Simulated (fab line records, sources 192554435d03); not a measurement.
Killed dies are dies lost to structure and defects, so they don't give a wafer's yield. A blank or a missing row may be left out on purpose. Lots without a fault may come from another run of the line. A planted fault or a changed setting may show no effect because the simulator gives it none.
Chamber matching | flow n5_finfet | N5_SD_EPI_N_ETCH_16 on rie_diel-04: 4 sister chambers
The step etches SiO2 in CHF3/O2, target depth 5 nm. 4 wafers are shown with their chamber, then 9 later ones without.

WAFERS WITH THEIR CHAMBER
wafer  | chamber | showerhead_plenum_p_Torr (Torr)
L089.1 | 0       | 2.52
L089.6 | 3       | 2.29
L090.4 | 1       | 2.47
L090.6 | 2       | 2.53

WAFERS WITHOUT THEIR CHAMBER
wafer  | showerhead_plenum_p_Torr (Torr)
L091.2 | 2.47
L091.3 | 2.29
L091.5 | 2.47
L092.1 | 2.52
L092.2 | 2.29
L092.5 | 2.29
L095.2 | 2.53
L095.5 | 2.53
L095.6 | 2.28

WHICH CHAMBER EACH WENT THROUGH
wafer  | from the rows above | in truth
L091.2 | 1                   | 1
L091.3 | 3                   | 3
L091.5 | 1                   | 1
L092.1 | 0                   | 0
L092.2 | 3                   | 3
L092.5 | 3                   | 3
L095.2 | 2                   | 2
L095.5 | 2                   | 2
L095.6 | 3                   | 3
Placed correctly: 9 of 9. Can't be placed from these rows: 0. Placed wrongly: 0.
How it was worked out, from the rows above alone: a wafer's distance from a chamber is the root of the sum, over the readings, of the square of ((its reading less the chamber's mean) divided by the reading's scatter). The wafer belongs to the nearest chamber; if the next one is less than 2 further off, it can't be placed. A chamber's mean is the mean of its shown wafers. The scatter: with one shown wafer a chamber, the root of the mean of the squares of how far each hidden wafer lies from its nearest shown one.
